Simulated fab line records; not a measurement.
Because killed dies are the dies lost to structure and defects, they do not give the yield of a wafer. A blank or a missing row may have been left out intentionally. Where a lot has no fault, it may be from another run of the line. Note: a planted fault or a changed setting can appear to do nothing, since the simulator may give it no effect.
fab line records	flow n5Finfet
record lots=7	wafers=21
route steps=1938 shown BEOL_M5@1123 BEOL_M7@1270
startH: hours from the record's opening day to when the first of the lot's shown wafers began	waitH: how many hours have passed since the lot's step before this one	" repeats the value in the row above	L1.1+2: several wafers, shown together as one row	- no value, or no start given	* or withheld: withheld	< > ~ a bound
route shown NAME@n: NAME is a module with steps in the file, n the number in the route of the first one	usual: mean and standard deviation over wafers with no fault	same: alike in all rows	chamber/n: place in a boat	sites: readings site by site	_std_site: their standard deviation	_edge_site: outer sites' mean less inner sites'	radiusMm: for every site, how far away it sits from the centre of the wafer	mask NAME#n: copy n	behind: the tool/chamber that last shaped the wafer	hold: what put the lot on hold/how long, in hours/how the hold closed	device: whichever transistor did not switch (one of n, p or np)	end of line: the same wafers' tests at the end of the route	a step with no rows: only its recipe	killed: at the first sort, the dies lost to defects and structure; wafer yield is something else	map: a wafer's dies, x killed, . not, _ none there
set.NAME: setting as actually run; set.NAME@STEP: the setting as run at that earlier step	model.NAME: the simulator's own value behind a step, which no gauge read
lots whose settings were changed on purpose; a table a step, a row a wafer
## steps
# step N5_BEOL_M5_EXPOSE_08
# recipe maskId=M5	na=0.33	sourceShape=annular	sigmaInner=0.4	sigmaOuter=0.8	polarization=unpolarized	targetCdNm=28	doseMj=35.75
lot.wafer	tool	chamber	startH	waitH	mask	set.doseMj
L075.2+5	euvScanner-01	0	176.00	-	M5#0	35.75
L075.4	"	0	"	"	M5#0	38.18
L081.4+5+6	euvScanner-02	0	218.83	-	M5#0	35.75
L082.2+3+6	euvScanner-02	0	227.00	-	M5#0	33.43
L085.1	euvScanner-01	0	251.84	-	M5#0	36.47
L085.2+5	"	0	"	"	M5#0	35.75
L088.2+6	euvScanner-02	0	255.41	-	M5#0	35.75
L088.5	"	0	"	"	M5#0	37.1
L093.2+4+6	euvScanner-02	0	289.86	-	M5#0	35.75
L095.1	euvScanner-02	0	306.95	-	M5#0	37.47
L095.3+4	"	0	"	"	M5#0	35.75
# step N5_BEOL_M5_PEB_09
# recipe pebTempC=100	pebTimeS=60	resist=CAR-EUV
# step N5_BEOL_M5_DEVELOP_10
# recipe developTimeS=30	developer=TMAH	resist=CAR-EUV	rinseLiquid=surfactantRinse	dry=airSpin	devTempC=23
# step N5_BEOL_M5_CD_MEAS_11
# recipe targetCdNm=27.74	landingEnergyEv=500	detector=seInlens
# usual cdNm=28.00/0.23
lot.wafer	tool	chamber	startH	waitH	set.doseMj@BEOL_M5_EXPOSE_08	cdNm
L075.2	cdSem-03	0	176.12	-	35.75	27.70
L075.4	"	0	"	"	38.18	29.44
L075.5	"	0	"	"	35.75	28.30
L081.4	cdSem-02	0	218.94	-	35.75	27.81
L081.5	"	0	"	"	35.75	27.88
L081.6	"	0	"	"	35.75	28.39
L082.2	cdSem-02	0	227.13	-	33.43	26.23
L082.3	"	0	"	"	33.43	26.43
L082.6	"	0	"	"	33.43	26.58
L085.1	cdSem-01	0	251.96	-	36.47	28.19
L085.2	"	0	"	"	35.75	28.06
L085.5	"	0	"	"	35.75	28.11
L088.2	cdSem-03	0	255.53	-	35.75	27.73
L088.5	"	0	"	"	37.1	28.65
L088.6	"	0	"	"	35.75	28.26
L093.2	cdSem-03	0	289.98	-	35.75	27.72
L093.4	"	0	"	"	35.75	27.89
L093.6	"	0	"	"	35.75	27.99
L095.1	cdSem-03	0	307.08	-	37.47	29.58
L095.3	"	0	"	"	35.75	27.90
L095.4	"	0	"	"	35.75	27.62
# step N5_BEOL_M5_DESCUM_16
# recipe chemistry=O2	timeS=7	sourcePowerW=50	biasPowerW=20	pressureMtorr=20	rfFrequencyHz=2.712e+07	tempC=40	resist=CAR-EUV	o2FlowSccm=225
lot.wafer	tool	chamber	startH	waitH	set.doseMj@BEOL_M5_EXPOSE_08	model.BEOL_M5.cdNm
L075.2	rieDiel-03	2	176.40	0.2	35.75	27.8
L075.4	"	3	"	"	38.18	29.6
L075.5	"	0	"	"	35.75	28
L081.4+5+6	rieDiel-03	1,2,1	220.79	1.8	35.75	28
L082.2+3+6	rieDiel-04	0,2,0	228.02	0.8	33.43	26.4
L085.1	rieDiel-01	2	252.09	0.0	36.47	28.4
L085.2+5	"	0,1	"	"	35.75	28.2
L088.2+6	rieDiel-03	0,2	255.66	0.0	35.75	27.8
L088.5	"	3	"	"	37.1	28.8
L093.2+6	rieDiel-04	3,2	290.32	0.3	35.75	27.8
L093.4	"	1	"	"	35.75	28
L095.1	rieDiel-01	0	307.20	0.0	37.47	29.4
L095.3	"	3	"	"	35.75	28
L095.4	"	1	"	"	35.75	27.8
# step N5_BEOL_M5_ETCH_72
# recipe chemistry=N2/H2	target=underlayer	targetDepthA=65	maskMaterial=CAR-EUV	timeS=5.2	ionEnergyEv=200	pressureMtorr=30	sourceW=840	biasW=150	n2FlowSccm=200	h2FlowSccm=200	ends=cleared
# step N5_BEOL_M5_ETCH_61
# recipe chemistry=CF4	target=SiARC	targetDepthA=156	maskMaterial=CAR-EUV	timeS=26	ionEnergyEv=80	pressureMtorr=40	sourceW=545	biasW=36	Ar_flow_sccm=100	cf4FlowSccm=100	ends=cleared
# usual etchRfOnTimeS=25.7/0.32
lot.wafer	tool	chamber	startH	waitH	set.spinRpm@BEOL_M5_COAT_60	etchRfOnTimeS	model.etch.depthNm
L075.2	rieDiel-03	2	176.45	0.0	1331	27.1	12.74
L075.4	"	3	"	"	1500	25.6	11.98
L075.5	"	0	"	"	1331	27.1	12.7
L081.4	rieDiel-03	1	220.84	0.0	1500	26.1	12.06
L081.5	"	2	"	"	1500	25.8	12.04
L081.6	"	1	"	"	1500	26.1	12.04
L082.2	rieDiel-04	0	228.07	0.0	1500	26.2	12.01
L082.3	"	2	"	"	1500	25.9	12.01
L082.6	"	0	"	"	1585	25.6	11.72
L085.1	rieDiel-01	2	252.14	0.0	1500	25.3	11.94
L085.2	"	0	"	"	1500	25.4	11.95
L085.5	"	1	"	"	1636	24.4	11.42
L088.2	rieDiel-03	0	255.71	0.0	1500	26.0	12.04
L088.5	"	3	"	"	1500	26.4	12.12
L088.6	"	2	"	"	1500	26.1	12.06
L093.2	rieDiel-04	3	290.37	0.0	1500	26.0	12.01
L093.4	"	1	"	"	1500	25.4	12.02
L093.6	"	2	"	"	1500	25.9	12.02
L095.1	rieDiel-01	0	307.25	0.0	1586	24.8	11.63
L095.3	"	3	"	"	1500	25.9	11.98
L095.4	"	1	"	"	1586	24.8	11.64
# step N5_BEOL_M5_ETCH_62
# recipe chemistry=N2/H2	target=SOC	targetDepthA=750	overetchA=150	maskMaterial=SiARC	tempC=40	timeS=112.5	ionEnergyEv=200	pressureMtorr=30	sourceW=840	biasW=150	n2FlowSccm=200	h2FlowSccm=200
lot.wafer	tool	chamber	startH	waitH	set.spinRpm@BEOL_M5_COAT_60	set.doseMj@BEOL_M5_EXPOSE_08	model.BEOL_M5.cdNm	model.SiARC_of_BEOL_M5_COAT_60.thkNm
L075.2+5	rieDiel-03	2,0	176.48	0.0	1331	35.75	28.2	7.4
L075.4	"	3	"	"	1500	38.18	29.8	6.6
L081.4+5+6	rieDiel-03	1,2,1	220.87	0.0	1500	35.75	28.2	6.8
L082.2+3	rieDiel-04	0,2	228.10	0.0	1500	33.43	26.4	6.8
L082.6	"	0	"	"	1585	33.43	26.2	6.6
L085.1	rieDiel-01	2	252.17	0.0	1500	36.47	28.4	6.6
L085.2	"	0	"	"	1500	35.75	28.2	6.8
L085.5	"	1	"	"	1636	35.75	28.4	6
L088.2	rieDiel-03	0	255.74	0.0	1500	35.75	27.8	6.8
L088.5	"	3	"	"	1500	37.1	29	7
L088.6	"	2	"	"	1500	35.75	28	6.8
L093.2+6	rieDiel-04	3,2	290.40	0.0	1500	35.75	27.8	6.8
L093.4	"	1	"	"	1500	35.75	27.8	6.6
L095.1	rieDiel-01	0	307.28	0.0	1586	37.47	29.2	6.4
L095.3	"	3	"	"	1500	35.75	28	6.6
L095.4	"	1	"	"	1586	35.75	27.8	6.4
# step N5_BEOL_M5_STRIP_63
# recipe chemistry=N2/H2	tempC=40	n2FlowSccm=200	h2FlowSccm=200	rfFrequencyHz=6e+07
# step N5_BEOL_M5_STRIP_73
# recipe chemistry=N2/H2	tempC=40	n2FlowSccm=200	h2FlowSccm=200	rfFrequencyHz=6e+07
# step N5_BEOL_M5_STRIP_64
# recipe chemistry=CF4	resist=SiARC	powerW=300	biasPowerW=75	pressureMtorr=50	cf4FlowSccm=150	rfFrequencyHz=6e+07
# step N5_BEOL_M5_HM_OPEN_17
# recipe chemistry=Cl2/BCl3	targetDepthA=200	overetchA=60	target=TiN	maskMaterial=SOC	ionEnergyEv=150	pressureMtorr=10	icpW=1000	biasW=126	Cl2_flow_sccm=53.25	bcl3FlowSccm=21.75	Ar_flow_sccm=25
lot.wafer	tool	chamber	startH	waitH	set.doseMj@BEOL_M5_EXPOSE_08	model.BEOL_M5.cdNm
L075.2	rieMetal-01	1	176.65	0.0	35.75	28.2
L075.4	"	1	"	"	38.18	29.8
L075.5	"	0	"	"	35.75	28
L081.4+5+6	rieMetal-03	1,0,1	221.08	0.1	35.75	28.2
L082.2+6	rieMetal-03	1,0	228.27	0.0	33.43	26.4
L082.3	"	1	"	"	33.43	26.6
L085.1	rieMetal-02	0	252.33	0.0	36.47	28.4
L085.2	"	1	"	"	35.75	28.4
L085.5	"	0	"	"	35.75	28.2
L088.2	rieMetal-02	0	255.91	0.0	35.75	27.8
L088.5	"	1	"	"	37.1	29.2
L088.6	"	0	"	"	35.75	28
L093.2	rieMetal-03	1	290.57	0.0	35.75	28
L093.4+6	"	1	"	"	35.75	27.8
L095.1	rieMetal-01	0	307.45	0.0	37.47	29.2
L095.3+4	"	0	"	"	35.75	27.8
# step N5_BEOL_M5_STRIP_19
# recipe chemistry=O2	powerW=400	tempC=40	pressureMtorr=30	rfFrequencyHz=6e+07	biasPowerW=0	overashFraction=0.2	o2FlowSccm=225
# step N5_BEOL_M5_CD_MEAS_18
# recipe pitchNm=56	targetCdNm=28
# usual cdNm=27.99/0.28
lot.wafer	tool	chamber	startH	waitH	set.doseMj@BEOL_M5_EXPOSE_08	cdNm
L075.2	cdSem-03	-	176.83	0.1	35.75	27.88
L075.4	"	-	"	"	38.18	29.61
L075.5	"	-	"	"	35.75	28.51
L081.4	cdSem-03	-	221.31	0.1	35.75	28.01
L081.5	"	-	"	"	35.75	28.02
L081.6	"	-	"	"	35.75	28.11
L082.2	cdSem-01	-	228.50	0.1	33.43	26.48
L082.3	"	-	"	"	33.43	26.53
L082.6	"	-	"	"	33.43	26.33
L085.1	cdSem-01	-	252.51	0.0	36.47	28.38
L085.2	"	-	"	"	35.75	28.28
L085.5	"	-	"	"	35.75	27.90
L088.2	cdSem-01	-	256.09	0.1	35.75	27.36
L088.5	"	-	"	"	37.1	28.86
L088.6	"	-	"	"	35.75	28.28
L093.2	cdSem-01	-	290.78	0.1	35.75	27.98
L093.4	"	-	"	"	35.75	27.69
L093.6	"	-	"	"	35.75	27.79
L095.1	cdSem-01	-	307.72	0.0	37.47	29.24
L095.3	"	-	"	"	35.75	27.82
L095.4	"	-	"	"	35.75	27.68
# step N5_BEOL_M5_COAT_65
# recipe resist=SOC	tempC=250	timeS=60	spinRpm=1500	resistThkNm=60
# step N5_BEOL_M5_COAT_66
# recipe resist=SiARC	tempC=220	timeS=60	spinRpm=1500	resistThkNm=12
# step N5_BEOL_M5_PRECLEAN_42
# recipe chemistry=residueRemover	timeS=60	tempC=40
# step N5_BEOL_M5_SRD_43
# recipe timeS=30	tempC=23	rinseLiquid=diw	dry=ipaMarangoni
# step N5_BEOL_M5_CD_MEAS_35
# recipe targetCdNm=28	targetCdYNm=24	polarity=opening
# usual cdNm=27.98/0.29
lot.wafer	tool	chamber	startH	waitH	set.doseMj@BEOL_M5_EXPOSE_08	cdNm
L075.2	cdSem-02	-	182.67	0.0	35.75	28.00
L075.4	"	-	"	"	38.18	29.79
L075.5	"	-	"	"	35.75	27.85
L081.4	cdSem-02	-	224.14	0.0	35.75	28.06
L081.5	"	-	"	"	35.75	28.27
L081.6	"	-	"	"	35.75	28.15
L082.2	cdSem-03	-	230.23	0.0	33.43	26.33
L082.3	"	-	"	"	33.43	26.35
L082.6	"	-	"	"	33.43	26.57
L085.1	cdSem-03	-	255.44	0.0	36.47	28.25
L085.2	"	-	"	"	35.75	28.40
L085.5	"	-	"	"	35.75	28.08
L088.2	cdSem-03	-	257.97	0.0	35.75	27.74
L088.5	"	-	"	"	37.1	28.78
L088.6	"	-	"	"	35.75	27.70
L093.2	cdSem-02	-	292.54	0.0	35.75	27.93
L093.4	"	-	"	"	35.75	28.03
L093.6	"	-	"	"	35.75	27.68
L095.1	cdSem-01	-	309.23	0.0	37.47	29.01
L095.3	"	-	"	"	35.75	28.13
L095.4	"	-	"	"	35.75	27.71
# step N5_BEOL_M7_COAT_05
# recipe resist=CAR-ArF	spinRpm=1500	resistThkNm=90
lot.wafer	tool	chamber	startH	waitH	set.spinRpm	model.CAR-ArF_of_BEOL_M7_COAT_05.thkNm
L075.2	lithoTrack-03	0	-	-	1625	87
L075.4	"	0	"	"	1625	87.2
L075.5	"	0	"	"	1500	90.2
L081.4	lithoTrack-03	0	-	-	1650	85.4
L081.5	"	0	"	"	1500	89.6
L081.6	"	0	"	"	1650	85.6
L082.2+3	lithoTrack-03	0	-	-	1500	90.2
L082.6	"	0	"	"	1500	90
L085.1	lithoTrack-03	0	-	-	1500	89.8
L085.2	"	0	"	"	1372	94.2
L085.5	"	0	"	"	1372	93.6
L088.2+5	lithoTrack-03	0	-	-	1338	95.2
L088.6	"	0	"	"	1338	95.6
L093.2+4+6	lithoTrack-03	0	-	-	1500	89.8
L095.1	lithoTrack-04	0	-	-	1621	87.2
L095.3	"	0	"	"	1621	87
L095.4	"	0	"	"	1500	90.4
# step N5_BEOL_M7_EBR_07
# recipe solvent=PGMEA	ebrWidthMm=1.5
# step N5_BEOL_M7_SOFTBAKE_06
# recipe tempC=110	timeS=60	resist=CAR-ArF
# step N5_BEOL_M7_EXPOSE_08
# recipe maskId=M7	na=1.35	sourceShape=dipole	sigmaInner=0.817	sigmaOuter=0.97	polarization=te	doseMj=68.25
# step N5_BEOL_M7_PEB_09
# recipe pebTempC=withheld	pebTimeS=60	resist=CAR-ArF
# step N5_BEOL_M7_DEVELOP_10
# recipe developTimeS=30	developer=TMAH	resist=CAR-ArF	rinseLiquid=diw	dry=airSpin	devTempC=23
lot.wafer	tool	chamber	startH	waitH	set.spinRpm@BEOL_M7_COAT_05	model.CAR-ArF_of_BEOL_M7_COAT_05.thkNm
L075.2	lithoTrack-03	0	-	-	1625	85.2
L075.4	"	0	"	"	1625	85.4
L075.5	"	0	"	"	1500	88.6
L081.4	lithoTrack-05	0	-	-	1650	83.6
L081.5	"	0	"	"	1500	88
L081.6	"	0	"	"	1650	83.8
L082.2+3	lithoTrack-05	0	-	-	1500	88.4
L082.6	"	0	"	"	1500	88.2
L085.1	lithoTrack-05	0	-	-	1500	88
L085.2	"	0	"	"	1372	92.6
L085.5	"	0	"	"	1372	92
L088.2+5	lithoTrack-04	0	-	-	1338	93.6
L088.6	"	0	"	"	1338	93.8
L093.2+6	lithoTrack-05	0	-	-	1500	88
L093.4	"	0	"	"	1500	88.2
L095.1	lithoTrack-03	0	-	-	1621	85.4
L095.3	"	0	"	"	1621	85.2
L095.4	"	0	"	"	1500	88.6
# step N5_BEOL_M7_DESCUM_33
# recipe chemistry=O2	timeS=7	sourcePowerW=50	biasPowerW=20	pressureMtorr=20	rfFrequencyHz=2.712e+07	tempC=40	resist=CAR-EUV	o2FlowSccm=225
lot.wafer	tool	chamber	startH	waitH	set.timeS	model.CAR-EUV_of_BEOL_M7_COAT_22.thkNm
L075.2	rieDiel-03	1	200.39	0.2	8.366	25.6
L075.4+5	"	3,2	"	"	7	26.2
L081.4	rieDiel-03	3	244.73	0.0	7.418	26
L081.5+6	"	3,0	"	"	7	26.2
L082.2+3	rieDiel-03	3,2	251.37	0.0	5.628	26.8
L082.6	"	1	"	"	7	26
L085.1+2	rieDiel-04	0,2	278.32	0.0	7	26
L085.5	"	0	"	"	8.431	25.2
L088.2+6	rieDiel-04	2	278.72	0.3	7	26
L088.5	"	1	"	"	8.033	25.6
L093.2	rieDiel-04	0	313.19	0.3	7	26.2
L093.4+6	"	0,2	"	"	7	26
L095.1+4	rieDiel-04	2,3	330.57	0.3	5.716	26.8
L095.3	"	1	"	"	7	26
# step N5_BEOL_M7_ETCH_72
# recipe chemistry=N2/H2	target=underlayer	targetDepthA=65	maskMaterial=CAR-EUV	timeS=5.2	ionEnergyEv=200	pressureMtorr=30	sourceW=840	biasW=150	n2FlowSccm=200	h2FlowSccm=200	ends=cleared
lot.wafer	tool	chamber	startH	waitH	set.timeS@BEOL_M7_DESCUM_33	model.CAR-EUV_of_BEOL_M7_COAT_22.thkNm
L075.2	rieDiel-03	1	200.42	0.0	8.366	19.8
L075.4+5	"	3,2	"	"	7	20.4
L081.4	rieDiel-03	3	244.77	0.0	7.418	20.2
L081.5+6	"	3,0	"	"	7	20.4
L082.2+3	rieDiel-03	3,2	251.40	0.0	5.628	21.2
L082.6	"	1	"	"	7	20.4
L085.1+2	rieDiel-04	0,2	278.35	0.0	7	20.2
L085.5	"	0	"	"	8.431	19.6
L088.2	rieDiel-04	2	278.75	0.0	7	20.4
L088.5	"	1	"	"	8.033	19.8
L088.6	"	2	"	"	7	20.2
L093.2+4+6	rieDiel-04	0,0,2	313.22	0.0	7	20.4
L095.1+4	rieDiel-04	2,3	330.61	0.0	5.716	21
L095.3	"	1	"	"	7	20.4
# step N5_BEOL_M7_ETCH_65
# recipe chemistry=CF4	target=SiARC	targetDepthA=156	maskMaterial=CAR-EUV	timeS=26	ionEnergyEv=80	pressureMtorr=40	sourceW=545	biasW=36	Ar_flow_sccm=100	cf4FlowSccm=100	ends=cleared
lot.wafer	tool	chamber	startH	waitH	set.timeS@BEOL_M7_DESCUM_33	model.CAR-EUV_of_BEOL_M7_COAT_22.thkNm
L075.2	rieDiel-03	1	200.44	0.0	8.366	10.6
L075.4+5	"	3,2	"	"	7	11.2
L081.4	rieDiel-03	3	244.78	0.0	7.418	11
L081.5	"	3	"	"	7	11
L081.6	"	0	"	"	7	11.2
L082.2	rieDiel-03	3	251.42	0.0	5.628	12
L082.3	"	2	"	"	5.628	11.8
L082.6	"	1	"	"	7	11.2
L085.1+2	rieDiel-04	0,2	278.37	0.0	7	11
L085.5	"	0	"	"	8.431	10.4
L088.2+6	rieDiel-04	2	278.77	0.0	7	11
L088.5	"	1	"	"	8.033	10.6
L093.2+6	rieDiel-04	0,2	313.24	0.0	7	11.2
L093.4	"	0	"	"	7	11
L095.1+4	rieDiel-04	2,3	330.63	0.0	5.716	11.8
L095.3	"	1	"	"	7	11.2
# step N5_BEOL_M7_TRENCH_ETCH_37
# recipe chemistry=C4F6/O2	targetDepthA=934.78	target=SiCOH_lowk	timeS=31.2	ionEnergyEv=250	pressureMtorr=30	sourceW=345	biasW=185	Ar_flow_sccm=300	C4F6_flow_sccm=10	O2_flow_sccm=10
# usual rfVppV=667/7.8
lot.wafer	tool	chamber	startH	waitH	set.sourceW	rfVppV	model.etch.depthNm	model.BEOL_M7.featureDepthNm
L075.2	rieDiel-03	1	-	-	371.1	652	95.46	95.4
L075.4	"	3	"	"	345	677	93.9	94
L075.5	"	2	"	"	371.1	639	95.06	95
L081.4	rieDiel-03	3	-	-	402.2	626	100.3	100.2
L081.5	"	3	"	"	345	675	94.42	94.4
L081.6	"	0	"	"	402.2	608	99.12	99.2
L082.2	rieDiel-03	3	-	-	406.8	624	98.88	98.8
L082.3	"	2	"	"	345	663	91.78	91.8
L082.6	"	1	"	"	345	677	90.99	91
L085.1	rieDiel-04	0	-	-	345	659	92.98	93
L085.2	"	2	"	"	345	666	95.03	95
L085.5	"	0	"	"	345	658	92.95	93
L088.2	rieDiel-04	2	-	-	345	665	94.26	94.2
L088.5	"	1	"	"	345	669	95.44	95.4
L088.6	"	2	"	"	345	664	93.62	93.6
L093.2	rieDiel-04	0	-	-	345	660	92.58	92.6
L093.4	"	0	"	"	345	657	92.66	92.6
L093.6	"	2	"	"	345	664	95.09	95
L095.1	rieDiel-04	2	-	-	345	663	94.76	94.8
L095.3	"	1	"	"	345	668	97.23	97.2
L095.4	"	3	"	"	345	667	95.25	95.2
# step N5_BEOL_M7_ETCH_41
# recipe chemistry=CH3F/O2	target=SiCN	targetDepthA=319	taperDeg=2	timeS=57.8	ionEnergyEv=120	maskMaterial=TiN	pressureMtorr=30	sourceW=395	biasW=75	Ar_flow_sccm=150	CH3F_flow_sccm=30	O2_flow_sccm=20
# step N5_BEOL_M7_STRIP_80
# recipe chemistry=N2/H2	timeS=10	powerW=450	tempC=40	pressureMtorr=20	rfFrequencyHz=6e+07	biasPowerW=7	n2FlowSccm=200	h2FlowSccm=200
# step N5_BEOL_M7_OCD_MEAS_38
# usual trenchDepthNm=93.8/1.3
lot.wafer	tool	chamber	startH	waitH	set.sourceW@BEOL_M7_TRENCH_ETCH_37	trenchDepthNm
L075.2	ocd-01	-	200.82	-	371.1	95.1
L075.4	"	-	"	"	345	93.7
L075.5	"	-	"	"	371.1	95.9
L081.4	ocd-01	-	245.17	-	402.2	100.3
L081.5	"	-	"	"	345	94.4
L081.6	"	-	"	"	402.2	99.6
L082.2	ocd-02	-	251.80	-	406.8	98.9
L082.3	"	-	"	"	345	91.8
L082.6	"	-	"	"	345	90.9
L085.1	ocd-02	-	278.75	-	345	92.6
L085.2	"	-	"	"	345	95.0
L085.5	"	-	"	"	345	93.3
L088.2	ocd-02	-	279.15	-	345	93.8
L088.5	"	-	"	"	345	95.6
L088.6	"	-	"	"	345	93.6
L093.2	ocd-02	-	313.62	-	345	92.6
L093.4	"	-	"	"	345	93.0
L093.6	"	-	"	"	345	95.0
L095.1	ocd-02	-	331.00	-	345	95.0
L095.3	"	-	"	"	345	96.8
L095.4	"	-	"	"	345	95.0
## key
split step=N5_BEOL_M5_EXPOSE_08	setting=doseMj	stated=35.75	by=wafer
response step=N5_BEOL_M5_CD_MEAS_11	reading=cdNm	change=+0.243	per=1%	r=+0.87
response step=N5_BEOL_M5_DESCUM_16	reading=model.BEOL_M5.cdNm	change=+0.262	per=1%	r=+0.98
response step=N5_BEOL_M5_ETCH_62	reading=model.BEOL_M5.cdNm	change=+0.245	per=1%	r=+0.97
response step=N5_BEOL_M5_HM_OPEN_17	reading=model.BEOL_M5.cdNm	change=+0.267	per=1%	r=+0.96
response step=N5_BEOL_M5_CD_MEAS_18	reading=cdNm	change=+0.242	per=1%	r=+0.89
response step=N5_BEOL_M5_CD_MEAS_35	reading=cdNm	change=+0.25	per=1%	r=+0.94
split step=N5_BEOL_M7_COAT_05	setting=spinRpm	stated=1500	by=wafer
response step=N5_BEOL_M7_COAT_05	reading=model.CAR-ArF_of_BEOL_M7_COAT_05.thkNm	change=-0.418	per=1%	r=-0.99
response step=N5_BEOL_M7_DEVELOP_10	reading=model.CAR-ArF_of_BEOL_M7_COAT_05.thkNm	change=-0.435	per=1%	r=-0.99
split step=N5_BEOL_M7_DESCUM_33	setting=timeS	stated=7	by=wafer
response step=N5_BEOL_M7_DESCUM_33	reading=model.CAR-EUV_of_BEOL_M7_COAT_22.thkNm	change=-0.037	per=1%	r=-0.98
response step=N5_BEOL_M7_ETCH_72	reading=model.CAR-EUV_of_BEOL_M7_COAT_22.thkNm	change=-0.0334	per=1%	r=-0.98
response step=N5_BEOL_M7_ETCH_65	reading=model.CAR-EUV_of_BEOL_M7_COAT_22.thkNm	change=-0.0311	per=1%	r=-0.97
split step=N5_BEOL_M7_TRENCH_ETCH_37	setting=sourceW	stated=345	by=wafer
response step=N5_BEOL_M7_TRENCH_ETCH_37	reading=rfVppV	change=-3.12	per=1%	r=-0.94
response step=N5_BEOL_M7_TRENCH_ETCH_37	reading=model.etch.depthNm	change=+0.355	per=1%	r=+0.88
response step=N5_BEOL_M7_TRENCH_ETCH_37	reading=model.BEOL_M7.featureDepthNm	change=+0.351	per=1%	r=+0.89
response step=N5_BEOL_M7_OCD_MEAS_38	reading=trenchDepthNm	change=+0.368	per=1%	r=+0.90
split outsideThisFile step=N5_BEOL_M5_COAT_60 setting=spinRpm
# split outsideThisFile: this setting was split too, and the file shows its column; the key of that split is in another file
